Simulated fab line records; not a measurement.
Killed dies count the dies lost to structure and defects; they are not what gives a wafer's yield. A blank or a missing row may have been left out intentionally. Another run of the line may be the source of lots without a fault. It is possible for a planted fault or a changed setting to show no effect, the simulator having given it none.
Code-filled problem report in 8D (eight disciplines) form / flow nand-harc / the parts of the form that need people (team, actions taken, sign-off) are left out

## 1. WHAT WENT WRONG
Mean of killed-at-periphery at NHARC_END_SORT_01: 58.3 across 6 wafers in 2 lots; on wafers with no fault it is 3.2 (standard deviation 2.3). Measured from the usual mean, that is +24 standard deviations.
First observed at day 23 02:31: wafer L181.2, on prober-02. The record holds 6 wafers of 2 lots with a number at this step. Rule for "out" (also "out of limits"): further than 4 standard deviations from the usual mean. The rest of the wafers with a number are treated as sound.

## 2. WHAT IT IS, AND WHAT IT ISN'T
question=which readings at this step; is=killed-at-periphery; is not=killed-at-array, killed-at-other, killed-open, killed-short
question=which lots; is=L181, L185; is not=-
question=which wafers of those lots; is=all that have a number; is not=-
question=read on which gauges; is=prober-01, prober-02; is not=-
question=when; is=from day 23 02:31; is not=up to then (0 sound wafers)

## 3. WHAT RULES OUT EACH SUSPECT
Counting: a tool at a process step up to the reading stays a suspect if it ran every lot that is out and no sound lot after the first of them.
- the gauge at NHARC_END_SORT_01 is ruled out. Those wafers that are out were read across 2 gauges (prober-01, prober-02).
- rie-si-04 at NHARC_P_STI_ETCH_15 (etches the open film in HBr/Cl2, target depth 300 nm, time 100.1 s): kept. It ran every lot that is out, first L181 (day 6 06:40), and no sound lot after that.
Remaining after the count: rie-si-04 at NHARC_P_STI_ETCH_15.

## 4. THE CAUSE (what the simulator had put in)
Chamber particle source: rie-si-04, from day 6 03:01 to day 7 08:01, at NHARC_P_STI_ETCH_15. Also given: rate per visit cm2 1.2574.
This tool alone remained once counting was done.

## 5. SEQUENCE OF EFFECTS, ordered by route
Each row: a reading whose mean over the struck wafers that have a number lies more than 3 standard deviations from the usual. Scope: only readings with a usual standard deviation given in the record; hours: median across lots of the time from each lot's start at the first step in this table that gives one to its start at this step; sigmas: change in usual standard deviations.
hours=0; step=NHARC_END_SORT_01; reading=killed-at-periphery; usual=3.2; on struck wafers=58.3; change=+55.1; sigmas=+24
hours=0; step=NHARC_END_SORT_01; reading=killed-dies; usual=33; on struck wafers=102; change=+68; sigmas=+5.3

## 6. WHAT WOULD HAVE CAUGHT IT SOONER
408 hours passed between the start of the fault at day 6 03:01 and the first reading out of limits at a measuring or inspecting step in this record, taken at day 23 02:31.
No tool reading at NHARC_P_STI_ETCH_15 that has a usual standard deviation in the record was out on any struck wafer, so an alarm limit of 4 standard deviations on those readings would not have fired.
The start of NHARC_P_STI_ETCH_15 on rie-si-04 came by day 23 02:31 for every one of the lots that are out (2). Had the tool been put on hold then, not one of them would have been saved.
